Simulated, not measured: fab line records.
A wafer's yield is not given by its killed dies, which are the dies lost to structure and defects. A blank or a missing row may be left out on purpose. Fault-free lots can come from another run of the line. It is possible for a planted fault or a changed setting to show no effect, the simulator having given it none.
fab line records	flow nand_harc
record: lots: 6	wafers: 18	last_day: 24
route steps=1159 shown A_BONDPAD@1067 END@1159
lots that met no fault: taken from a fault-free run of the same line
start_h: hours from the record's first day to the start of the lot's first wafer shown	wait_h: how many hours have passed since the lot's step before this one	" the same as in the row above	L1.1+2: one row covering several wafers at once	- value missing, or start not given	* or withheld: withheld	< > ~ a bound
route shown NAME@n: NAME is a module with steps in the file, n the number in the route of the first one	usual: mean and standard deviation over wafers with no fault	same: alike in all rows	chamber/n: place in a boat	sites: the reading at each site	_std_site: their standard deviation	_edge_site: mean of outer sites minus mean of inner sites	radius_mm: for every site, how far away it sits from the centre of the wafer	mask NAME#n: copy n	behind: the most recent tool/chamber to have shaped the wafer	hold: why the lot went on hold/how many hours it stayed there/how the hold came to an end	device: names the non-switching transistor (n, p or np)	end of line: the route-end tests of the same wafers	a step given without rows: its recipe and nothing more	killed: at the first sort, the dies lost to defects and structure; wafer yield is something else	map: per-die view of a wafer (x killed, . not killed, _ where there is no die)
set.NAME: the setting as run; set.NAME@STEP: as run at that earlier step	model.NAME: the simulator's own value behind a step, which no gauge read
a table for each step, a row for each wafer; lots at some steps of the route
services: from which hour (start_h, from the record's first day; less than 0 if before it) a tool's chamber was out of use, for how many hours, and why
== steps ==
step: NHARC_A_BONDPAD_SOFTBAKE_04
recipe: temp_c: 125	time_s: 70
step: NHARC_A_BONDPAD_EBR_05
step: NHARC_A_BONDPAD_EXPOSE_06
recipe: na: 0.55	dose_mj: 36.99	mask_id: A_BPAD
step: NHARC_A_BONDPAD_PEB_07
recipe: peb_temp_c: 128	peb_time_s: 80
step: NHARC_A_BONDPAD_DEVELOP_08
recipe: time_s: 50	dev_temp_c: 22
step: NHARC_A_BONDPAD_CD_MEAS_09
recipe: target_cd_nm: 500	landing_energy_ev: 500
usual: cd_nm: 499.0/1.6
lot.wafer	tool	chamber	start_h	wait_h	cd_nm
L494.1	cd_sem-03	0	454.43	-	499.7
L494.3	"	0	"	"	499.5
L494.5	"	0	"	"	500.7
L499.1	cd_sem-03	0	487.39	-	500.4
L499.3	"	0	"	"	500.0
L499.6	"	0	"	"	500.6
L501.1	cd_sem-03	0	509.70	-	498.1
L501.3	"	0	"	"	496.9
L501.6	"	0	"	"	501.3
L503.1	cd_sem-02	0	522.40	-	497.3
L503.3	"	0	"	"	496.9
L503.5	"	0	"	"	498.1
L506.1	cd_sem-01	0	533.23	-	497.6
L506.3	"	0	"	"	498.3
L506.6	"	0	"	"	497.0
L509.2	cd_sem-03	0	547.48	-	497.8
L509.4	"	0	"	"	495.5
L509.6	"	0	"	"	498.2
step: NHARC_A_BONDPAD_OVL_MEAS_35
usual: overlay_x_nm: 1/6.4	overlay_y_nm: 4/5.7
lot.wafer	tool	chamber	start_h	wait_h	overlay_x_nm	overlay_y_nm
L494.1	overlay-02	-	454.52	-	-1	11
L494.3	"	-	"	"	-1	11
L494.5	"	-	"	"	0	11
L499.1	overlay-02	-	487.47	-	0	7
L499.3	"	-	"	"	0	6
L499.6	"	-	"	"	0	6
L501.1	overlay-02	-	509.78	-	3	2
L501.3	"	-	"	"	3	2
L501.6	"	-	"	"	3	2
L503.1	overlay-01	-	522.49	-	-2	10
L503.3	"	-	"	"	-2	10
L503.5	"	-	"	"	-2	10
L506.1	overlay-02	-	533.31	-	2	1
L506.3	"	-	"	"	3	0
L506.6	"	-	"	"	2	1
L509.2	overlay-01	-	547.56	-	-10	10
L509.4	"	-	"	"	-10	9
L509.6	"	-	"	"	-10	9
step: NHARC_A_BONDPAD_HARDBAKE_10
recipe: temp_c: 118	time_s: 65
step: NHARC_A_BONDPAD_DESCUM_11
recipe: time_s: 3	o2_flow_sccm: 200	ar_flow_sccm: 0	bias_power_w: 0	chemistry: O2
usual: drypump_motor_current_A: 5.7/0.37	oes_product_au: 0.998/0.0084	rf_vpp_V: 57.6/0.88	showerhead_plenum_p_Torr: 1.91/0.091	throttle_valve_pct: 11.312/0.0096
same: bias_power_w: 0
lot.wafer	tool	chamber	start_h	wait_h	drypump_motor_current_A	oes_product_au	rf_hours_counter_h	rf_vpp_V	showerhead_plenum_p_Torr	throttle_valve_pct
L494.1	rie_diel-01	1	454.64	-	6.0	0.999	27	57.9	1.81	11.306
L494.3	"	2	"	"	5.6	0.988	21	56.9	1.86	11.302
L494.5	"	2	"	"	5.6	0.992	-	56.6	1.86	11.308
L499.1	rie_diel-01	1	487.60	-	6.1	0.988	33	55.6	1.80	11.319
L499.3	"	2	"	"	5.6	0.988	27	59.3	1.86	11.308
L499.6	"	1	"	"	6.1	0.992	-	57.5	1.80	11.308
L501.1	rie_diel-01	1	509.93	-	6.0	0.989	1	56.6	1.80	11.308
L501.3	"	2	"	"	5.6	1.004	1	57.6	1.86	11.325
L501.6	"	0	"	"	5.7	0.994	-	56.8	2.06	11.317
L503.3	rie_diel-09	0	522.66	-	6.4	1.003	34	56.5	1.93	11.303
L503.1	"	2	"	"	5.7	0.994	31	56.9	1.95	11.308
L503.5	"	2	"	"	5.6	0.994	-	57.9	1.95	11.314
L506.3	rie_diel-05	2	533.44	-	5.9	1.004	0	57.8	1.98	11.326
L506.1	"	1	"	"	5.7	0.994	0	58.6	1.84	11.322
L506.6	"	3	"	"	5.3	1.003	-	59.8	2.02	11.319
L509.2	rie_diel-05	1	547.70	-	5.7	1.004	1	58.4	1.84	11.298
L509.6	"	0	"	"	5.1	1.015	-	57.2	1.86	11.325
L509.4	"	1	"	"	5.7	1.010	-	57.7	1.84	11.315
step: NHARC_A_BONDPAD_ETCH_34
recipe: target_depth_a: 600	overetch_a: 180	time_s: 65.91	ion_energy_ev: 200	n2_flow_sccm: 150	h2_flow_sccm: 150	ar_flow_sccm: 0	rf_w: 400	bias_w: 150	chemistry: N2/H2
usual: bias_w: 150.0/0.47	drypump_motor_current_A: 5.7/0.38	n2_flow_sccm: 150.0/0.45	oes_product_au: 1.000/0.0088	rf_vpp_V: 430.1/2.7	showerhead_plenum_p_Torr: 2.03/0.093	throttle_valve_pct: 14.171/0.0091
lot.wafer	tool	chamber	start_h	wait_h	bias_w	drypump_motor_current_A	n2_flow_sccm	oes_product_au	rf_hours_counter_h	rf_vpp_V	showerhead_plenum_p_Torr	throttle_valve_pct
L494.3	rie_diel-01	0	454.74	0.1	150.1	5.7	150.0	0.988	28	434.3	2.21	14.170
L494.1	"	1	"	"	150.4	6.0	149.6	0.996	27	427.5	1.92	14.171
L494.5	"	2	"	"	149.2	5.5	150.3	0.993	-	428.0	1.99	14.170
L499.1	rie_diel-01	2	487.68	0.1	148.9	5.6	150.4	0.994	27	428.7	1.98	14.157
L499.3	"	1	"	"	150.2	6.0	150.8	0.993	33	426.4	1.92	14.167
L499.6	"	2	"	"	149.7	5.6	150.1	0.990	-	428.0	1.98	14.181
L501.1	rie_diel-01	0	510.01	0.1	150.3	5.7	150.3	0.996	2	435.0	2.20	14.151
L501.3	"	1	"	"	149.9	6.0	150.5	0.987	1	427.5	1.92	14.172
L501.6	"	2	"	"	150.1	5.6	150.1	1.001	-	428.3	1.98	14.164
L503.1	rie_diel-09	2	523.04	0.3	150.1	5.6	149.8	1.001	32	432.5	2.08	14.161
L503.3	"	1	"	"	149.4	5.0	149.4	1.008	32	427.4	1.88	14.171
L503.5	"	0	"	"	150.2	6.4	149.6	1.011	-	431.7	2.06	14.155
L506.3	rie_diel-05	3	533.68	0.2	150.9	5.3	149.2	1.012	0	432.9	2.16	14.175
L506.1	"	0	"	"	150.9	5.1	150.0	1.014	0	429.0	1.98	14.172
L506.6	"	2	"	"	150.0	5.9	151.0	1.010	-	432.9	2.12	14.161
L509.2	rie_diel-05	3	547.80	0.1	149.9	5.3	150.0	1.006	1	433.9	2.16	14.182
L509.4	"	0	"	"	149.8	5.1	150.2	1.010	-	430.0	1.98	14.172
L509.6	"	3	"	"	149.6	5.3	149.8	1.007	-	433.5	2.16	14.171
step: NHARC_A_BONDPAD_ETCH_12
recipe: target_depth_a: 2200	time_s: 110	chf3_flow_sccm: 50	o2_flow_sccm: 10	ar_flow_sccm: 200	rf_w: 500	bias_w: 200	chemistry: CHF3/O2
usual: bias_w: 200.0/0.67	drypump_motor_current_A: 5.7/0.38	oes_product_au: 0.940/0.023	rf_vpp_V: 370.4/2.4	showerhead_plenum_p_Torr: 2.40/0.11	throttle_valve_pct: 20.572/0.0087
lot.wafer	tool	chamber	start_h	wait_h	bias_w	drypump_motor_current_A	oes_product_au	rf_hours_counter_h	rf_vpp_V	showerhead_plenum_p_Torr	throttle_valve_pct
L494.3	rie_diel-01	1	-	-	199.5	6.1	0.930	27	367.9	2.27	20.565
L494.1	"	2	"	"	199.2	5.6	0.923	21	369.6	2.34	20.563
L494.5	"	1	"	"	200.1	6.1	0.926	-	367.8	2.27	20.572
L499.1	rie_diel-01	0	-	-	199.3	5.7	0.927	35	372.9	2.58	20.577
L499.3	"	3	"	"	199.9	6.2	0.922	35	369.3	2.36	20.571
L499.6	"	1	"	"	200.0	6.0	0.917	-	367.7	2.27	20.565
L501.1	rie_diel-01	3	-	-	201.4	6.2	0.951	2	368.8	2.36	20.573
L501.3	"	0	"	"	200.1	5.7	0.956	2	376.4	2.58	20.583
L501.6	"	3	"	"	199.2	6.2	0.947	-	369.7	2.36	20.560
L503.3	rie_diel-09	1	-	-	200.8	5.0	0.923	32	366.8	2.23	20.582
L503.1	"	2	"	"	200.1	5.6	0.927	32	371.6	2.44	20.566
L503.5	"	2	"	"	199.8	5.6	0.928	-	371.6	2.44	20.561
L506.3	rie_diel-05	3	-	-	199.9	5.3	0.945	0	373.3	2.53	20.570
L506.1	"	2	"	"	199.0	5.9	0.957	0	372.9	2.49	20.577
L506.6	"	0	"	"	198.9	5.1	0.960	-	371.2	2.34	20.594
L509.2	rie_diel-05	0	-	-	199.9	5.1	0.965	1	369.5	2.34	20.567
L509.4	"	3	"	"	201.1	5.3	0.973	-	373.1	2.53	20.585
L509.6	"	0	"	"	199.6	5.1	0.968	-	368.8	2.34	20.582
step: NHARC_A_BONDPAD_CD_MEAS_13
usual: cd_nm: 498.0/1.6
lot.wafer	tool	chamber	start_h	wait_h	cd_nm
L494.1	cd_sem-03	-	454.96	-	498.8
L494.3	"	-	"	"	498.4
L494.5	"	-	"	"	499.7
L499.1	cd_sem-01	-	487.91	-	500.0
L499.3	"	-	"	"	499.1
L499.6	"	-	"	"	499.5
L501.1	cd_sem-01	-	510.22	-	496.9
L501.3	"	-	"	"	495.6
L501.6	"	-	"	"	501.0
L503.1	cd_sem-02	-	523.32	-	497.4
L503.3	"	-	"	"	496.4
L503.5	"	-	"	"	498.0
L506.1	cd_sem-01	-	533.95	-	496.5
L506.3	"	-	"	"	495.4
L506.6	"	-	"	"	497.4
L509.2	cd_sem-02	-	548.05	-	496.6
L509.4	"	-	"	"	494.9
L509.6	"	-	"	"	497.3
step: NHARC_A_BONDPAD_STRIP_15
recipe: o2_flow_sccm: 500	ar_flow_sccm: 0	bias_w: 0	chemistry: O2
usual: chamber_pressure_mTorr: 60.00/0.058	drypump_motor_current_A: 5.7/0.36	oes_product_au: 1.000/0.0085	rf_vpp_V: 57.8/0.86	showerhead_plenum_p_Torr: 3.54/0.15	throttle_valve_pct: 17.038/0.0086
same: bias_w: 0
lot.wafer	tool	chamber	start_h	wait_h	chamber_pressure_mTorr	drypump_motor_current_A	oes_product_au	rf_hours_counter_h	rf_vpp_V	showerhead_plenum_p_Torr	throttle_valve_pct
L494.3	rie_diel-01	2	455.08	0.1	59.97	5.6	0.999	22	57.3	3.44	17.039
L494.1	"	3	"	"	60.01	6.2	0.999	30	58.2	3.47	17.045
L494.5	"	0	"	"	60.12	5.7	0.992	-	58.0	3.79	17.046
L499.3	rie_diel-05	2	488.01	0.1	60.04	5.9	1.008	5	58.7	3.65	17.046
L499.1	"	3	"	"	59.96	5.3	1.010	5	58.3	3.72	17.030
L499.6	"	1	"	"	59.96	5.7	0.999	-	56.6	3.40	17.033
L501.3	rie_diel-01	0	510.30	0.1	59.91	5.7	1.001	2	58.0	3.79	17.044
L501.1	"	3	"	"	54.64	6.2	0.983	2	57.3	3.47	17.043
L501.6	"	0	"	"	60.00	5.7	1.010	-	57.2	3.79	17.029
L503.3	rie_diel-01	3	523.42	0.1	54.68	6.2	0.991	6	57.1	3.46	17.050
L503.1	"	0	"	"	59.96	5.7	0.988	6	57.7	3.78	17.037
L503.5	"	2	"	"	60.03	5.6	1.003	-	57.7	3.44	17.040
L506.1	rie_diel-05	3	534.05	0.1	59.98	5.3	1.018	0	59.5	3.71	17.043
L506.3	"	0	"	"	60.05	5.1	1.009	0	59.1	3.44	17.051
L506.6	"	2	"	"	60.03	6.0	1.006	-	58.2	3.65	17.056
L509.2	rie_diel-05	1	548.17	0.1	59.95	5.7	0.995	1	56.6	3.40	17.026
L509.6	"	0	"	"	59.92	5.1	1.005	-	58.2	3.44	17.037
L509.4	"	1	"	"	60.09	5.7	1.003	-	55.6	3.40	17.049
step: NHARC_A_BONDPAD_ETCH_24
recipe: target_depth_a: 300	over_etch_frac: 0.3	time_s: 72.99	ion_energy_ev: 150	cf4_flow_sccm: 50	n2_flow_sccm: 100	ar_flow_sccm: 150	rf_w: 300	bias_w: 100	chemistry: CF4/N2
usual: bias_w: 100.0/0.32	drypump_motor_current_A: 5.7/0.37	n2_flow_sccm: 100.01/0.3	oes_product_au: 0.999/0.0076	rf_vpp_V: 314.2/2.1	showerhead_plenum_p_Torr: 2.63/0.11	throttle_valve_pct: 19.794/0.0089
lot.wafer	tool	chamber	start_h	wait_h	bias_w	drypump_motor_current_A	n2_flow_sccm	oes_product_au	rf_hours_counter_h	rf_vpp_V	showerhead_plenum_p_Torr	throttle_valve_pct
L494.3	rie_diel-01	3	-	-	100.3	6.2	99.63	1.000	30	314.9	2.58	19.793
L494.1	"	2	"	"	99.5	5.5	99.96	1.000	22	314.4	2.56	19.800
L494.5	"	0	"	"	100.2	5.7	99.70	0.990	-	316.7	2.82	19.783
L499.1	rie_diel-05	2	-	-	99.7	6.0	99.87	1.004	5	316.2	2.72	19.793
L499.3	"	3	"	"	99.8	5.3	100.02	1.006	5	316.4	2.77	19.784
L499.6	"	2	"	"	99.2	5.9	99.88	1.001	-	314.8	2.72	19.785
L501.1	rie_diel-01	0	-	-	100.0	5.7	100.02	0.990	2	317.9	2.82	19.804
L501.3	"	1	"	"	100.2	6.1	99.55	0.982	1	312.4	2.48	19.791
L501.6	"	0	"	"	100.5	5.7	99.90	0.997	-	317.9	2.82	19.795
L503.3	rie_diel-01	1	-	-	100.0	6.0	99.61	0.989	5	311.7	2.48	19.785
L503.1	"	2	"	"	99.7	5.6	100.46	0.999	5	312.3	2.56	19.802
L503.5	"	1	"	"	100.7	6.1	100.14	0.996	-	310.5	2.48	19.799
L506.1	rie_diel-05	1	-	-	100.4	5.7	100.11	1.006	0	313.1	2.53	19.781
L506.3	"	3	"	"	100.1	5.3	100.38	1.005	0	317.2	2.77	19.798
L506.6	"	1	"	"	100.1	5.7	100.01	1.000	-	311.3	2.53	19.782
L509.2	rie_diel-05	0	548.32	0.1	99.9	5.1	99.90	1.015	1	313.9	2.56	19.800
L509.6	"	3	"	"	100.5	5.3	99.67	1.006	-	316.3	2.77	19.781
L509.4	"	0	"	"	100.1	5.1	99.80	1.019	-	312.6	2.56	19.800
step: NHARC_END_SORT_01
recipe: temp_c: 25
usual: defect_limited_yield: 95.8/1.4	killed_at_array: 24/8.8	killed_at_other: 0.7/0.99	killed_at_periphery: 3.5/2.6	killed_dies: 28/9.3	killed_open: 3.2/1.7	killed_short: 1.7/1.4	sort_bin_2_pct: 1.3/0.6	sort_bin_3_pct: 0.24/0.2	sort_bin_4_pct: 2.6/0.88	sort_n_pass: 649/9.3	sort_rim_yield_pct: 94/3.2	sort_yield_pct: 95.8/1.4
same: gross_dies: 677	sort_bin_5_pct[%]: 0	sort_bin_6_pct[%]: 0	sort_bin_7_pct[%]: 0	sort_bin_8_pct[%]: 0	sort_rim_n_gross: 106.00
lot.wafer	tool	chamber	start_h	wait_h	defect_limited_yield[%]	killed_at_array	killed_at_other	killed_at_periphery	killed_dies	killed_open	killed_short	sort_bin_2_pct[%]	sort_bin_3_pct[%]	sort_bin_4_pct[%]	sort_n_pass	sort_rim_yield_pct[%]	sort_yield_pct[%]
L499.1	prober-01	0	521.85	2.5	96.5	20	1	3	24	7	2	0.9	0	2.7	653	96	96.5
L499.3	prober-01	0	523.43	3.1	96.9	20	0	1	21	2	2	0.4	0.30	2.4	656	99	96.9
L499.6	prober-01	0	525.78	3.9	96.6	20	0	3	23	2	1	1.2	0	2.2	654	99	96.6
L501.1	prober-01	0	543.68	2.5	96.3	20	1	4	25	4	2	1.2	0.15	2.4	652	93	96.3
L501.3	prober-01	0	545.26	3.1	94.2	34	2	3	39	2	4	1.2	0.30	4.3	638	92	94.2
L501.6	prober-01	0	547.64	4.0	94.2	36	1	2	39	2	3	1.6	0.30	3.8	638	88	94.2
L503.1	prober-02	0	554.43	2.5	98.1	11	0	2	13	3	3	0.6	0	1.3	664	99	98.1
L503.3	prober-02	0	556.02	3.1	98.4	7	2	2	11	2	2	0.6	0	1.0	666	97	98.4
L503.5	prober-02	0	557.62	3.7	98.4	9	0	2	11	6	2	0.7	0	0.9	666	98	98.4
L506.1	prober-01	0	565.57	2.5	95.0	31	1	2	34	2	1	1.5	0	3.5	643	92	95.0
L506.3	prober-01	0	567.16	3.1	95.7	27	1	1	29	3	1	1.6	0.44	2.2	648	92	95.7
L506.6	prober-01	0	569.55	4.0	97.0	20	0	0	20	0	0	1.2	0	1.8	657	94	97.0
killed by level:class
L499.1 A_CHANNEL_FILL_D1:chamber_film_flake=5 A_WL_FILL:chamber_film_flake=5 A_CHANNEL_HOLE_D1:chamber_film_flake=3 P_GATE:geometric_particle:open=2 A_CONTACT:chamber_film_flake=2 P_CONTACT:geometric_particle:open=1 A_ONON_D1:geometric_particle:short=1 A_WL_FILL:geometric_particle:short=1
L499.3 A_WL_FILL:chamber_film_flake=6 A_CHANNEL_FILL_D1:chamber_film_flake=4 A_CHANNEL_HOLE_D1:chamber_film_flake=3 A_STAIRCASE:chamber_film_flake=3 P_CONTACT:geometric_particle:open=1 A_ONON_D1:geometric_particle:short=1 A_CHANNEL_HOLE_D1:geometric_particle:short=1 A_CONTACT:geometric_particle:open=1
L499.6 A_CHANNEL_HOLE_D1:chamber_film_flake=11 A_CHANNEL_FILL_D1:chamber_film_flake=2 A_STAIRCASE:chamber_film_flake=2 A_WL_FILL:chamber_film_flake=2 P_CONTACT:geometric_particle:open=1 P_M1:geometric_particle:open=1 A_M0:geometric_particle:short=1 P_ZERO_WELL:chamber_film_flake=1
L501.1 A_CHANNEL_HOLE_D1:chamber_film_flake=14 P_CONTACT:geometric_particle:open=2 P_GATE:chamber_film_flake=2 A_CHANNEL_HOLE_D1:geometric_particle:open=1 A_CHANNEL_FILL_D1:geometric_particle:short=1 A_SGD_CUT:geometric_particle:open=1 A_CONTACT:geometric_particle:short=1 A_ZERO_WELL:chamber_film_flake=1
L501.3 A_CHANNEL_HOLE_D1:chamber_film_flake=19 A_CONTACT:chamber_film_flake=5 A_STAIRCASE:chamber_film_flake=3 A_BLC:chamber_film_flake=3 P_CONTACT:geometric_particle:short=1 P_M2:geometric_particle:short=1 A_CHANNEL_HOLE_D1:geometric_particle:open=1 A_WL_FILL:geometric_particle:open=1
L501.6 A_CHANNEL_HOLE_D1:chamber_film_flake=20 A_CONTACT:chamber_film_flake=8 A_BLC:chamber_film_flake=3 A_ONON_D1:geometric_particle:open=1 A_CHANNEL_FILL_D1:geometric_particle:open=1 A_STAIRCASE:geometric_particle:short=1 A_SGD_CUT:geometric_particle:short=1 A_WL_FILL:geometric_particle:short=1
L503.1 A_CHANNEL_HOLE_D1:chamber_film_flake=3 P_M0:geometric_particle:open=1 A_SOURCE_PLATE:geometric_particle:open=1 A_CHANNEL_HOLE_D1:geometric_particle:short=1 A_SGD_CUT:geometric_particle:short=1 A_BLC:geometric_particle:short=1 A_M0:geometric_particle:open=1 P_GATE:chamber_film_flake=1
L503.3 A_CHANNEL_HOLE_D1:chamber_film_flake=4 A_STAIRCASE:chamber_film_flake=2 P_ZERO_WELL:geometric_particle:short=1 P_STI:geometric_particle:short=1 A_CHANNEL_HOLE_D1:geometric_particle:open=1 STARTING-WAFER:geometric_particle:open=1 THIN_TSV:chamber_film_flake=1
L503.5 A_CONTACT:chamber_film_flake=2 P_CONTACT:geometric_particle:open=1 P_M1:geometric_particle:open=1 A_SOURCE_PLATE:geometric_particle:open=1 A_ONON_D1:geometric_particle:short=1 A_ONON_D1:geometric_particle:open=1 A_WL_FILL:geometric_particle:open=1 A_WL_FILL:geometric_particle:short=1
L506.1 A_CHANNEL_HOLE_D1:chamber_film_flake=20 A_CONTACT:chamber_film_flake=4 A_STAIRCASE:chamber_film_flake=3 P_CONTACT:geometric_particle:short=1 A_ONON_D1:geometric_particle:open=1 A_SLIT:geometric_particle:open=1 P_ZERO_WELL:chamber_film_flake=1 A_ZERO_WELL:chamber_film_flake=1
L506.3 A_CHANNEL_HOLE_D1:chamber_film_flake=17 A_CONTACT:chamber_film_flake=2 A_ONON_D1:geometric_particle:short=1 A_CHANNEL_FILL_D1:geometric_particle:open=1 A_CONTACT:geometric_particle:open=1 A_BLC:geometric_particle:open=1 P_ZERO_WELL:chamber_film_flake=1 A_ZERO_WELL:chamber_film_flake=1
L506.6 A_CHANNEL_HOLE_D1:chamber_film_flake=13 A_STAIRCASE:chamber_film_flake=5 A_CONTACT:chamber_film_flake=2
== services ==
tool	chamber	start_h	hours	kind
rie_diel-09	-	432.52	9.0	pm
rie_diel-05	-	434.99	21.5	repair
rie_diel-01	0	446.43	-	clean
rie_diel-01	1	446.43	-	clean
rie_diel-01	2	446.43	-	clean
rie_diel-01	3	446.43	-	clean
rie_diel-01	-	465.79	1.9	repair
rie_diel-01	0	470.95	-	clean
rie_diel-01	1	470.95	-	clean
rie_diel-01	2	470.95	-	clean
rie_diel-01	3	470.95	-	clean
rie_diel-01	-	491.84	9.0	pm
rie_diel-01	0	491.84	9.0	vent_cycle
rie_diel-01	1	491.84	9.0	vent_cycle
rie_diel-01	2	491.84	9.0	vent_cycle
rie_diel-01	3	491.84	9.0	vent_cycle
rie_diel-01	0	500.84	-	clean
rie_diel-01	1	500.84	-	clean
rie_diel-01	2	500.84	-	clean
rie_diel-09	3	514.81	12.1	repair
rie_diel-01	-	515.86	0.1	repair
rie_diel-05	-	517.60	9.0	pm
rie_diel-05	-	541.73	1.1	repair
rie_diel-05	2	543.55	8.0	repair
== key ==
first_sign: step: NHARC_A_BONDPAD_STRIP_15	reading: chamber_pressure_mTorr	direction: down	sigmas: 92	usual: 60.00	struck: 54.66
effect none on later readings
met_at NHARC_A_BONDPAD_STRIP_15
struck_wafers L501.1,L503.3
onset_between 455.08 510.30
fault: kind: process_parameter_drift	tool: rie_diel-01	chamber: 3	onset_h: 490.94	steps: NHARC_A_BONDPAD_STRIP_15	channel: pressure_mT	offset: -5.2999	shape: step	end_h: 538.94	acts_in: these_recipes_only	stated: 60
